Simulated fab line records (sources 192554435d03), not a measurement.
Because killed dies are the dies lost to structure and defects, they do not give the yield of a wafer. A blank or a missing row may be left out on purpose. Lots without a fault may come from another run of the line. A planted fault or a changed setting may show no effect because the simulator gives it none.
fab line records	flow n5-finfet
[record] lots = 4	wafers = 12	last-day = 17
route steps=1938 shown BEOL_M4@1099 BEOL_M5@1112 BEOL_M9@1446 PASSIVATION@1936
lots that met no fault: from a run of the same line without faults
start-h: the number of hours between the record's first day and the start of the first shown wafer of the lot	wait-h: time in hours since the lot's previous step	" the same as in the row above	L1.1+2: several wafers, shown together as one row	- no value present, or no start provided	* or withheld: withheld	< > ~ a bound
route shown NAME@n: NAME is a module with steps in the file, n the number in the route of the first one	usual: mean/standard deviation of fault-free wafers	same: alike in all rows	chamber/n: place in a boat	sites: readings site by site	_std_site: standard deviation across them	_edge_site: the outer-site mean with the inner-site mean subtracted	radius-mm: for every site, how far away it sits from the centre of the wafer	mask NAME#n: copy n	behind: the tool/chamber that last shaped the wafer	hold: cause of the lot's hold/its duration in hours/its outcome	device: the transistor (n, p or np) that didn't switch	end of line: the route-end tests of the same wafers	a step without rows: its recipe alone	killed: at the first sort, the dies lost to defects and structure; wafer yield is something else	map: a wafer's dies, marking killed ones x, the rest . and places with no die _
set.NAME: the run value of the setting; set.NAME@STEP: its run value at that earlier step	model.NAME: the simulator's own value behind a step, which no gauge read
lots seen at some steps along the route; tables by step, rows by wafer
services: when a tool's chamber went out of use (start-h, in hours from the record's first day, below 0 if earlier), for how many hours, and the reason
[[steps]]
[step N5_BEOL_M4_ANNEAL_95]
[recipe] temp-c = 400	time-s = 240	ambient = vacuum
[step N5_BEOL_M4_SPUTTER_96]
[recipe] material = Cu	target-thk-a = 45	temp-c = -20	chamber-pressure-pa = 0.07	power-w = withheld	time-s = 8.29
[step N5_BEOL_M4_ECD_50]
[recipe] material = Cu	target-thk-a = 3000
[step N5_BEOL_M4_ANNEAL_51]
[recipe] temp-c = 225	time-s = 90	ambient = N2
[step N5_BEOL_M4_CMP_52]
[recipe] stop-on = SiOC	t-overpolish-s = 6.8	down-force-psi = 1	platen-rpm = 50	clearing-platen-down-force-psi = 1.5	clearing-platen-rpm = 50	post-cmp-clean = cu-alkaline	target-thk-nm = 40	clearing-platen-pad-velocity-m-s = 0.99484	pad-velocity-m-s = 0.99484
[step N5_BEOL_M4_PRE_CLEAN_60]
[recipe] gas = NH3/H2	time-s = 15	temp-c = *	rf-power-w = 300
[step N5_BEOL_M4_CO_CAP_55]
[recipe] material = Co	target-thk-a = 20	temp-c = 200	precursor = CCTBA/H2	pressure-torr = 30	time-s = 102.1
[step N5_BEOL_M4_PRE_CLEAN_56]
[recipe] gas = NH3	time-s = 15	temp-c = withheld	rf-power-w = 300
[step N5_BEOL_M4_DEP_57]
[recipe] material = SiCN	target-thk-a = 80	temp-c = withheld	precursor = 3MS/NH3	pressure-torr = 3	rf-w = 202	time-s = 14
[step N5_BEOL_M4_RC_MEAS_101]
[usual] DIBL_N = 36.1/1.5	DIBL_P = 36.1/1.9	IOFF_N = 0.159/0.029	IOFF_P = 0.21/0.038	ION_N = 675/11	ION_P = 464/8.1	SS_N = 71.5/0.57	SS_P = 73.3/0.64	VT_N = 249/3.1	VT_P = -250/3.8
lot.wafer	tool	chamber	start-h	wait-h	DIBL_N[mV/V]	DIBL_P[mV/V]	IOFF_N[nA/um]	IOFF_P[nA/um]	ION_N[uA/um]	ION_P[uA/um]	SS_N[mV/dec]	SS_P[mV/dec]	VT_N[mV]	VT_P[mV]
L824.3	prober-02	0	221.19	0.3	38.5	38.5	0.194	0.27	688	475	72.3	74.2	245	-245
L824.4	"	0	"	"	38.9	38.6	0.195	0.27	682	472	71.8	74.2	244	-243
L824.6	"	0	"	"	37.8	37.2	0.173	0.24	684	474	71.1	74.4	249	-245
L825.3	prober-01	0	221.56	0.3	33.0	32.5	0.120	0.17	654	455	70.6	72.0	255	-251
L825.5	"	0	"	"	33.5	33.2	0.127	0.17	669	459	71.7	72.1	253	-252
L825.6	"	0	"	"	35.3	36.2	0.160	0.22	673	468	71.2	73.7	249	-247
L835.3	prober-01	0	281.61	0.3	36.0	36.2	0.162	0.25	686	475	71.7	72.9	249	-242
L835.4	"	0	"	"	34.5	34.2	0.131	0.21	674	467	71.0	71.9	248	-245
L835.5	"	0	"	"	35.5	35.1	0.150	0.23	684	477	72.2	73.2	251	-246
L837.3	prober-02	0	306.34	0.3	36.7	36.3	0.176	0.27	684	475	70.9	73.5	246	-244
L837.4	"	0	"	"	35.1	35.1	0.153	0.27	675	482	70.9	73.0	249	-242
L837.5	"	0	"	"	37.2	36.5	0.166	0.28	673	471	72.3	73.6	251	-243
[step N5_BEOL_M5_ILD_DEP_00]
[recipe] material = SiCOH_lowk	target-thk-a = 1406.4	temp-c = 300	precursor = DEMS/porogen	pressure-torr = 5	rf-w = 500	time-s = 25.9
[step N5_BEOL_M5_CURE_79]
[recipe] temp-c = 385	time-s = 240	ambient = He/Ar	material = SiCOH_lowk
[step N5_BEOL_M5_PECVD_70]
[recipe] material = SiO2	target-thk-a = 160	temp-c = 400	precursor = TEOS/O2	pressure-torr = 5.5	rf-w = 450	teos-flow-sccm = 53.8	gas = O2	flow-sccm = 3000	time-s = 18
[step N5_BEOL_M5_HM_DEP_02]
[recipe] material = TiN	target-thk-a = 200	temp-c = 25	chamber-pressure-pa = 0.49996
[step N5_BEOL_M5_COAT_59]
[recipe] resist = SOC	temp-c = 250	time-s = 60	spin-rpm = 1500	resist-thk-nm = 60
[step N5_BEOL_M5_COAT_60]
[recipe] resist = SiARC	temp-c = 220	time-s = 60	spin-rpm = 1500	resist-thk-nm = 12
[step N5_BEOL_M5_COAT_71]
[recipe] resist = underlayer	temp-c = 205	time-s = 60	spin-rpm = 1500	resist-thk-nm = 5
[step N5_BEOL_M5_COAT_05]
[recipe] resist = CAR-EUV	spin-rpm = 1500	resist-thk-nm = 30
[step N5_BEOL_M5_EBR_07]
[recipe] solvent = PGMEA	ebr-width-mm = 1.5
[step N5_BEOL_M5_SOFTBAKE_06]
[recipe] temp-c = 110	time-s = 60	resist = CAR-EUV
[step N5_BEOL_M5_EXPOSE_08]
[recipe] mask-id = M5	na = 0.33	source-shape = annular	sigma-inner = 0.4	sigma-outer = 0.8	polarization = unpolarized	target-cd-nm = 28	dose-mj = 35.75
[step N5_BEOL_M5_PEB_09]
[recipe] peb-temp-c = 100	peb-time-s = 60	resist = CAR-EUV
[step N5_BEOL_M5_DEVELOP_10]
[recipe] develop-time-s = 30	developer = TMAH	resist = CAR-EUV	rinse-liquid = surfactant-rinse	dry = air-spin	dev-temp-c = 23
[step N5_BEOL_M5_DESCUM_16]
[recipe] chemistry = O2	time-s = 7	source-power-w = 50	bias-power-w = 20	pressure-mtorr = 20	rf-frequency-hz = 2.712e+07	temp-c = 40	resist = CAR-EUV	o2-flow-sccm = 225
[step N5_BEOL_M5_ETCH_72]
[recipe] chemistry = N2/H2	target = underlayer	target-depth-a = 65	mask-material = CAR-EUV	time-s = 5.2	ion-energy-ev = 200	pressure-mtorr = 30	source-w = 840	bias-w = 150	n2-flow-sccm = 200	h2-flow-sccm = 200	ends = cleared
[step N5_BEOL_M5_ETCH_61]
[recipe] chemistry = CF4	target = SiARC	target-depth-a = 156	mask-material = CAR-EUV	time-s = 26	ion-energy-ev = 80	pressure-mtorr = 40	source-w = 545	bias-w = 36	Ar_flow_sccm = 100	cf4-flow-sccm = 100	ends = cleared
[step N5_BEOL_M5_ETCH_62]
[recipe] chemistry = N2/H2	target = SOC	target-depth-a = 750	overetch-a = 150	mask-material = SiARC	temp-c = 40	time-s = 112.5	ion-energy-ev = 200	pressure-mtorr = 30	source-w = 840	bias-w = 150	n2-flow-sccm = 200	h2-flow-sccm = 200
[step N5_BEOL_M5_STRIP_63]
[recipe] chemistry = N2/H2	temp-c = 40	n2-flow-sccm = 200	h2-flow-sccm = 200	rf-frequency-hz = 6e+07
[step N5_BEOL_M5_STRIP_73]
[recipe] chemistry = N2/H2	temp-c = 40	n2-flow-sccm = 200	h2-flow-sccm = 200	rf-frequency-hz = 6e+07
[step N5_BEOL_M5_STRIP_64]
[recipe] chemistry = CF4	resist = SiARC	power-w = 300	bias-power-w = 75	pressure-mtorr = 50	cf4-flow-sccm = 150	rf-frequency-hz = 6e+07
[step N5_BEOL_M5_HM_OPEN_17]
[recipe] chemistry = Cl2/BCl3	target-depth-a = 200	overetch-a = 60	target = TiN	mask-material = SOC	ion-energy-ev = 150	pressure-mtorr = 10	icp-w = 1000	bias-w = 126	Cl2_flow_sccm = 53.25	bcl3-flow-sccm = 21.75	Ar_flow_sccm = 25
[step N5_BEOL_M5_STRIP_19]
[recipe] chemistry = O2	power-w = 400	temp-c = 40	pressure-mtorr = 30	rf-frequency-hz = 6e+07	bias-power-w = 0	overash-fraction = 0.2	o2-flow-sccm = 225
[step N5_BEOL_M5_COAT_65]
[recipe] resist = SOC	temp-c = 250	time-s = 60	spin-rpm = 1500	resist-thk-nm = 60
[step N5_BEOL_M5_COAT_66]
[recipe] resist = SiARC	temp-c = 220	time-s = 60	spin-rpm = 1500	resist-thk-nm = 12
[step N5_BEOL_M9_TRENCH_ETCH_37]
[recipe] chemistry = C4F6/O2	target-depth-a = 1514.3	target = SiCOH_lowk	time-s = 49	ion-energy-ev = 250	pressure-mtorr = 30	source-w = 345	bias-w = 185	Ar_flow_sccm = 300	C4F6_flow_sccm = 10	O2_flow_sccm = 10
[usual] C4F6_flow_sccm = 10.001/0.029	O2_flow_sccm = 10.001/0.028	drypump-motor-current-A = 5.6/0.53	oes-product-au = 0.82/0.11	rf-vpp-V = 656/12	showerhead-plenum-p-Torr = 2.83/0.099	throttle-valve-pct = 20.76/0.26
lot.wafer	tool	chamber	start-h	wait-h	C4F6_flow_sccm	O2_flow_sccm	drypump-motor-current-A	oes-product-au	rf-hours-counter-h	rf-vpp-V	showerhead-plenum-p-Torr	throttle-valve-pct	model.TiN_of_BEOL_M9_HM_DEP_02.thk-nm
L824.3	rie-diel-04	1	260.58	-	-	-	-	-	-	-	-	-	19.8
L824.4	"	2	"	"	-	-	-	-	-	-	-	-	20
L824.6	"	0	"	"	-	-	-	-	-	-	-	-	19.6
L825.3	rie-diel-04	0	261.73	-	-	-	-	-	-	-	-	-	20
L825.5	"	1	"	"	-	-	-	-	-	-	-	-	20
L825.6	"	0	"	"	-	-	-	-	-	-	-	-	20
L835.3	rie-diel-04	2	315.85	-	10.014	10.009	6.3	1.01	3	642	2.78	20.85	15.8
L835.4	"	2	"	"	10.002	10.013	6.3	1.00	-	642	2.78	20.85	15.8
L835.5	"	3	"	"	9.966	9.998	6.1	0.73	-	645	2.71	20.89	15.8
L837.3	rie-diel-05	1	350.26	-	9.979	10.015	5.8	0.89	32	671	3.03	20.61	15.8
L837.4	"	2	"	"	10.047	10.016	5.7	0.91	24	664	2.90	20.35	16
L837.5	"	3	"	"	10.034	10.017	5.0	0.88	-	644	2.77	20.27	16
[step N5_BEOL_M9_OCD_MEAS_38]
[usual] trench-depth-nm = 152/3.3
lot.wafer	tool	chamber	start-h	wait-h	trench-depth-nm
L824.3	ocd-02	-	260.76	-	0
L824.4	"	-	"	"	0
L824.6	"	-	"	"	0
L825.3	ocd-02	-	261.90	-	0
L825.5	"	-	"	"	0
L825.6	"	-	"	"	0
L835.3	ocd-01	-	316.03	-	157
L835.4	"	-	"	"	157
L835.5	"	-	"	"	150
L837.3	ocd-02	-	350.44	-	149
L837.4	"	-	"	"	151
L837.5	"	-	"	"	154
[step N5_BEOL_M9_CMP_52]
[recipe] stop-on = SiCOH_lowk	t-overpolish-s = 7	down-force-psi = 1	platen-rpm = 50	clearing-platen-down-force-psi = 1.5	clearing-platen-rpm = 50	post-cmp-clean = cu-alkaline	target-thk-nm = 140	clearing-platen-pad-velocity-m-s = 0.99484	pad-velocity-m-s = 0.99484
[usual] edge-zone-pressure-frac = 1.000/0.0045	head-pressure-psi = 1.0002/0.0019	motor-current-A = 5.9/0.84	slurry-flow-ml-min = 150.1/0.46
lot.wafer	tool	chamber	start-h	wait-h	edge-zone-pressure-frac	head-pressure-psi	motor-current-A	slurry-flow-ml-min	model.Cu_of_BEOL_M9_ECD_50.thk-nm
L824.4	cmp-03	2	264.43	0.2	0.998	1.0047	6.2	150.3	0.8
L824.3	"	3	"	"	1.000	1.0001	5.2	150.0	0.2
L824.6	"	0	"	"	1.005	0.9965	6.2	150.4	0
L825.3	cmp-03	2	265.63	0.2	0.996	1.0000	6.0	149.7	2.2
L825.5	"	0	"	"	1.002	0.9999	6.2	149.5	0.2
L825.6	"	1	"	"	1.003	0.9994	5.2	150.4	0.6
L835.4	cmp-03	2	318.32	0.1	1.004	1.0021	6.4	150.6	146.6
L835.3	"	1	"	"	1.006	1.0035	5.1	150.3	146.6
L835.5	"	2	"	"	0.998	1.0025	6.6	150.6	137.8
L837.3	cmp-03	2	353.75	0.2	0.995	0.9964	6.1	149.9	138.8
L837.4	"	1	"	"	1.001	1.0031	5.1	149.8	140.2
L837.5	"	2	"	"	1.004	1.0007	5.8	149.8	143.8
[step N5_PASSIVATION_PROBE_49]
[usual] defect-limited-yield = 91.5/1.6	killed_at_M0_to_M3 = 33/10	killed_at_M4_up = 13/5.6	killed-at-contacts = 13/6	killed-at-front-end = 39/12	killed-at-other = 3.0/2.8	killed-dies = 101/19	killed-on-rim = 13/4	killed-open = 65/13	killed-short = 32/8.3	sort_bin_5_function = 5.0/1	sort_bin_6_memory = 3.1/0.69	sort-n-pass = 1079/19	sort-yield-pct = 91.5/1.6
[same] gross-dies = 1180	killed-at-back-side = 0	sort_bin_4_leakage[%] = 0	sort_bin_8_speed[%] = 0
lot.wafer	tool	chamber	start-h	wait-h	defect-limited-yield[%]	killed_at_M0_to_M3	killed_at_M4_up	killed-at-contacts	killed-at-front-end	killed-at-other	killed-dies	killed-on-rim	killed-open	killed-short	sort_bin_5_function[%]	sort_bin_6_memory[%]	sort-n-pass	sort-yield-pct[%]
L824.3	prober-02	-	323.71	0.1	0	29	1096	19	35	1	1180	152	70	30	97.4	2.0	0	0
L824.4	prober-02	-	323.76	0.2	0	46	1053	25	52	4	1180	152	80	40	95.3	3.0	0	0
L824.6	prober-02	-	323.86	0.3	0	24	1081	30	45	0	1180	152	72	35	96.4	2.9	0	0
L825.3	prober-01	-	327.29	0.1	0	23	1098	10	49	0	1180	152	57	32	96.7	2.5	0	0
L825.5	prober-01	-	327.39	0.2	0	27	1093	10	48	2	1180	152	60	31	96.9	2.8	0	0
L825.6	prober-01	-	327.44	0.3	0	25	1081	14	59	1	1180	152	71	41	95.5	3.9	0	0
L835.3	prober-02	-	380.69	0.1	92.0	42	7	6	33	6	94	16	58	31	4.6	3.1	1086	92.0
L835.4	prober-02	-	380.74	0.2	90.3	37	20	22	33	2	114	18	80	30	5.8	3.6	1066	90.3
L835.5	prober-02	-	380.79	0.2	91.7	35	11	11	35	6	98	20	62	35	4.6	3.5	1082	91.7
L837.3	prober-02	-	414.92	0.1	92.0	22	13	6	46	7	94	12	53	36	4.7	2.6	1086	92.0
L837.4	prober-02	-	414.97	0.2	92.8	32	10	4	38	1	85	6	54	31	3.9	2.8	1095	92.8
L837.5	prober-02	-	415.02	0.2	93.6	25	7	4	34	5	75	8	41	31	4.7	1.4	1105	93.6
// killed by level:class
L824.3 BEOL_M9:area-etch=1075 BEOL_M4:geometric-particle:open=15 MOL_CONTACT_COAG:geometric-particle:open=15 BEOL_M0_SAQP:geometric-particle:open=11 FIN_SAQP:geometric-particle:short=9 STI_FIN_REVEAL:geometric-particle:open=7 BEOL_M0_SAQP:geometric-particle:short=6 BEOL_M3:geometric-particle:open=6
L824.4 BEOL_M9:area-etch=1048 MOL_CONTACT_COAG:geometric-particle:open=23 HKMG_FIN:area-etch=12 BEOL_M0_SAQP:geometric-particle:open=10 FIN_SAQP:geometric-particle:short=9 BEOL_M3:geometric-particle:open=9 BEOL_M0_SAQP:geometric-particle:short=7 GATE_CUT:geometric-particle:short=6
L824.6 BEOL_M9:area-etch=1068 MOL_CONTACT_COAG:geometric-particle:open=22 BEOL_M4:geometric-particle:open=9 DUMMY_GATE:geometric-particle:open=8 MOL_CONTACT_COAG:geometric-particle:short=8 FIN_SAQP:geometric-particle:short=7 FIN_SAQP:geometric-particle:open=6 GATE_CUT:geometric-particle:short=6
L825.3 BEOL_M9:area-etch=1082 DUMMY_GATE:geometric-particle:open=12 STI_FIN_REVEAL:geometric-particle:open=7 HKMG_FIN:area-etch=7 FIN_SAQP:geometric-particle:short=6 MOL_CONTACT_COAG:geometric-particle:open=6 BEOL_M0_SAQP:geometric-particle:short=6 BEOL_M1:geometric-particle:open=6
L825.5 BEOL_M9:area-etch=1085 STI_FIN_REVEAL:geometric-particle:open=16 FIN_SAQP:geometric-particle:open=10 FIN_SAQP:geometric-particle:short=6 MOL_CONTACT_COAG:geometric-particle:open=6 BEOL_M3:geometric-particle:open=6 BEOL_M0_SAQP:geometric-particle:short=5 STI_FIN_REVEAL:geometric-particle:short=4
L825.6 BEOL_M9:area-etch=1066 STI_FIN_REVEAL:geometric-particle:open=18 FIN_SAQP:geometric-particle:short=13 MOL_CONTACT_COAG:geometric-particle:open=11 DUMMY_GATE:geometric-particle:open=7 BEOL_M0_SAQP:geometric-particle:short=7 FIN_SAQP:geometric-particle:open=5 STI_FIN_REVEAL:geometric-particle:short=5
L835.3 BEOL_M2:geometric-particle:open=17 FIN_SAQP:geometric-particle:short=6 STI_FIN_REVEAL:geometric-particle:open=6 GATE_CUT:geometric-particle:short=6 BEOL_M0_SAQP:geometric-particle:short=6 MOL_CONTACT_COAG:geometric-particle:open=5 BEOL_M1:geometric-particle:open=4 BEOL_M3:geometric-particle:open=4
L835.4 MOL_CONTACT_COAG:geometric-particle:open=22 BEOL_M1:geometric-particle:open=11 BEOL_M4:geometric-particle:open=11 BEOL_M0_SAQP:geometric-particle:open=9 STI_FIN_REVEAL:geometric-particle:open=6 FIN_SAQP:geometric-particle:short=5 GATE_CUT:geometric-particle:short=5 STARTING-WAFER:geometric-particle:short=5
L835.5 MOL_CONTACT_COAG:geometric-particle:open=9 DUMMY_GATE:geometric-particle:open=8 BEOL_M1:geometric-particle:open=7 GATE_CUT:geometric-particle:short=6 BEOL_M0_SAQP:geometric-particle:short=6 BEOL_M4:geometric-particle:open=6 BEOL_M2:geometric-particle:open=5 BEOL_M3:geometric-particle:open=5
L837.3 FIN_SAQP:geometric-particle:short=13 STI_FIN_REVEAL:geometric-particle:open=13 BEOL_M4:geometric-particle:open=7 FIN_SAQP:geometric-particle:open=6 BEOL_M1:geometric-particle:open=5 MOL_CONTACT_COAG:geometric-particle:open=4 BEOL_M3:geometric-particle:open=4 BEOL_M2:geometric-particle:open=3
L837.4 FIN_SAQP:geometric-particle:short=10 BEOL_M3:geometric-particle:open=10 FIN_SAQP:geometric-particle:open=8 BEOL_M1:geometric-particle:open=6 BEOL_M4:geometric-particle:open=5 STI_FIN_REVEAL:geometric-particle:open=5 BEOL_M0_SAQP:geometric-particle:short=4 BEOL_M3:geometric-particle:short=4
L837.5 FIN_SAQP:geometric-particle:short=8 BEOL_M2:geometric-particle:open=7 DUMMY_GATE:geometric-particle:open=6 GATE_CUT:geometric-particle:short=6 FIN_SAQP:geometric-particle:open=5 MOL_CONTACT_COAG:geometric-particle:open=4 BEOL_M0_SAQP:geometric-particle:open=4 BEOL_M3:geometric-particle:open=4
// map L824.3 (x killed, . not)
_________________xxxxxxxxxxxx________________
______________xxxxxxxxxxxxxxxxxx_____________
___________xxxxxxxxxxxxxxxxxxxxxxxx__________
__________xxxxxxxxxxxxxxxxxxxxxxxxxx_________
________xxxxxxxxxxxxxxxxxxxxxxxxxxxxxx_______
_______xxxxxxxxxxxxxxxxxxxxxxxxxxxxxxxx______
______xxxxxxxxxxxxxxxxxxxxxxxxxxxxxxxxxx_____
_____xxxxxxxxxxxxxxxxxxxxxxxxxxxxxxxxxxxx____
____xxxxxxxxxxxxxxxxxxxxxxxxxxxxxxxxxxxxxx___
___xxxxxxxxxxxxxxxxxxxxxxxxxxxxxxxxxxxxxxxx__
___xxxxxxxxxxxxxxxxxxxxxxxxxxxxxxxxxxxxxxxx__
__xxxxxxxxxxxxxxxxxxxxxxxxxxxxxxxxxxxxxxxxxx_
__xxxxxxxxxxxxxxxxxxxxxxxxxxxxxxxxxxxxxxxxxx_
_xxxxxxxxxxxxxxxxxxxxxxxxxxxxxxxxxxxxxxxxxxxx
_xxxxxxxxxxxxxxxxxxxxxxxxxxxxxxxxxxxxxxxxxxxx
_xxxxxxxxxxxxxxxxxxxxxxxxxxxxxxxxxxxxxxxxxxxx
_xxxxxxxxxxxxxxxxxxxxxxxxxxxxxxxxxxxxxxxxxxxx
_xxxxxxxxxxxxxxxxxxxxxxxxxxxxxxxxxxxxxxxxxxxx
_xxxxxxxxxxxxxxxxxxxxxxxxxxxxxxxxxxxxxxxxxxxx
_xxxxxxxxxxxxxxxxxxxxxxxxxxxxxxxxxxxxxxxxxxxx
_xxxxxxxxxxxxxxxxxxxxxxxxxxxxxxxxxxxxxxxxxxxx
__xxxxxxxxxxxxxxxxxxxxxxxxxxxxxxxxxxxxxxxxxx_
__xxxxxxxxxxxxxxxxxxxxxxxxxxxxxxxxxxxxxxxxxx_
___xxxxxxxxxxxxxxxxxxxxxxxxxxxxxxxxxxxxxxxx__
___xxxxxxxxxxxxxxxxxxxxxxxxxxxxxxxxxxxxxxxx__
____xxxxxxxxxxxxxxxxxxxxxxxxxxxxxxxxxxxxxx___
_____xxxxxxxxxxxxxxxxxxxxxxxxxxxxxxxxxxxx____
______xxxxxxxxxxxxxxxxxxxxxxxxxxxxxxxxxx_____
_______xxxxxxxxxxxxxxxxxxxxxxxxxxxxxxxx______
________xxxxxxxxxxxxxxxxxxxxxxxxxxxxxx_______
__________xxxxxxxxxxxxxxxxxxxxxxxxxx_________
___________xxxxxxxxxxxxxxxxxxxxxxxx__________
______________xxxxxxxxxxxxxxxxxx_____________
_________________xxxxxxxxxxxx________________
// map L825.3 (x killed, . not)
_________________xxxxxxxxxxxx________________
______________xxxxxxxxxxxxxxxxxx_____________
___________xxxxxxxxxxxxxxxxxxxxxxxx__________
__________xxxxxxxxxxxxxxxxxxxxxxxxxx_________
________xxxxxxxxxxxxxxxxxxxxxxxxxxxxxx_______
_______xxxxxxxxxxxxxxxxxxxxxxxxxxxxxxxx______
______xxxxxxxxxxxxxxxxxxxxxxxxxxxxxxxxxx_____
_____xxxxxxxxxxxxxxxxxxxxxxxxxxxxxxxxxxxx____
____xxxxxxxxxxxxxxxxxxxxxxxxxxxxxxxxxxxxxx___
___xxxxxxxxxxxxxxxxxxxxxxxxxxxxxxxxxxxxxxxx__
___xxxxxxxxxxxxxxxxxxxxxxxxxxxxxxxxxxxxxxxx__
__xxxxxxxxxxxxxxxxxxxxxxxxxxxxxxxxxxxxxxxxxx_
__xxxxxxxxxxxxxxxxxxxxxxxxxxxxxxxxxxxxxxxxxx_
_xxxxxxxxxxxxxxxxxxxxxxxxxxxxxxxxxxxxxxxxxxxx
_xxxxxxxxxxxxxxxxxxxxxxxxxxxxxxxxxxxxxxxxxxxx
_xxxxxxxxxxxxxxxxxxxxxxxxxxxxxxxxxxxxxxxxxxxx
_xxxxxxxxxxxxxxxxxxxxxxxxxxxxxxxxxxxxxxxxxxxx
_xxxxxxxxxxxxxxxxxxxxxxxxxxxxxxxxxxxxxxxxxxxx
_xxxxxxxxxxxxxxxxxxxxxxxxxxxxxxxxxxxxxxxxxxxx
_xxxxxxxxxxxxxxxxxxxxxxxxxxxxxxxxxxxxxxxxxxxx
_xxxxxxxxxxxxxxxxxxxxxxxxxxxxxxxxxxxxxxxxxxxx
__xxxxxxxxxxxxxxxxxxxxxxxxxxxxxxxxxxxxxxxxxx_
__xxxxxxxxxxxxxxxxxxxxxxxxxxxxxxxxxxxxxxxxxx_
___xxxxxxxxxxxxxxxxxxxxxxxxxxxxxxxxxxxxxxxx__
___xxxxxxxxxxxxxxxxxxxxxxxxxxxxxxxxxxxxxxxx__
____xxxxxxxxxxxxxxxxxxxxxxxxxxxxxxxxxxxxxx___
_____xxxxxxxxxxxxxxxxxxxxxxxxxxxxxxxxxxxx____
______xxxxxxxxxxxxxxxxxxxxxxxxxxxxxxxxxx_____
_______xxxxxxxxxxxxxxxxxxxxxxxxxxxxxxxx______
________xxxxxxxxxxxxxxxxxxxxxxxxxxxxxx_______
__________xxxxxxxxxxxxxxxxxxxxxxxxxx_________
___________xxxxxxxxxxxxxxxxxxxxxxxx__________
______________xxxxxxxxxxxxxxxxxx_____________
_________________xxxxxxxxxxxx________________
[[services]]
tool	chamber	start-h	hours	kind
rie-diel-05	2	243.42	-	clean
rie-diel-05	2	243.42	-	consumable-replace:focus-ring
rie-diel-05	2	243.42	18.1	scheduled-down
rie-diel-05	2	243.42	18.1	vent-cycle
rie-diel-04	2	287.02	-	clean
rie-diel-04	2	287.02	-	consumable-replace:focus-ring
rie-diel-04	0	309.21	-	clean
rie-diel-04	0	309.21	-	consumable-replace:esc
rie-diel-04	0	309.21	-	consumable-replace:focus-ring
rie-diel-04	0	309.21	-	consumable-replace:showerhead
rie-diel-04	0	309.21	25.9	scheduled-down
rie-diel-04	0	309.21	25.9	vent-cycle
cmp-03	-	326.15	2.9	repair
cmp-03	-	331.98	1.0	repair
cmp-03	-	336.65	0.8	repair
[[key]]
[first-sign] step = N5_BEOL_M9_TRENCH_ETCH_37	reading = tool-record	direction = missing
[effect] step = N5_BEOL_M9_OCD_MEAS_38	reading = trench-depth-nm	direction = down	sigmas = 46	usual = 152	struck = 0
[effect] step = N5_PASSIVATION_PROBE_49	reading = killed_at_M4_up	direction = up	sigmas = 99+	usual = 13	struck = 1084
[model-effect] step = N5_BEOL_M9_TRENCH_ETCH_37	value = TiN_of_BEOL_M9_HM_DEP_02.thk-nm	without = 15.77	struck = 19.9
[model-effect] step = N5_BEOL_M9_CMP_52	value = Cu_of_BEOL_M9_ECD_50.thk-nm	without = 139.2	struck = 0.6667
[more-kills-born-at] N5_BEOL_M9_TRENCH_ETCH_37@rie-diel-04 = 6424
met-at N5_BEOL_M9_TRENCH_ETCH_37
struck-wafers L824.3,L824.4,L824.6,L825.3,L825.5,L825.6
later-rows-left-out L824.3,L824.4,L824.6,L825.3,L825.5,L825.6
[fault] kind = skipped-step-whole	tool = rie-diel-04	chamber = -	onset-h = 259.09	steps = N5_BEOL_M9_TRENCH_ETCH_37	scope = struck-lots-only
// later-rows-left-out: the simulator's readings of these wafers behind a module that went badly wrong aren't trusted and aren't shown, but for the sort
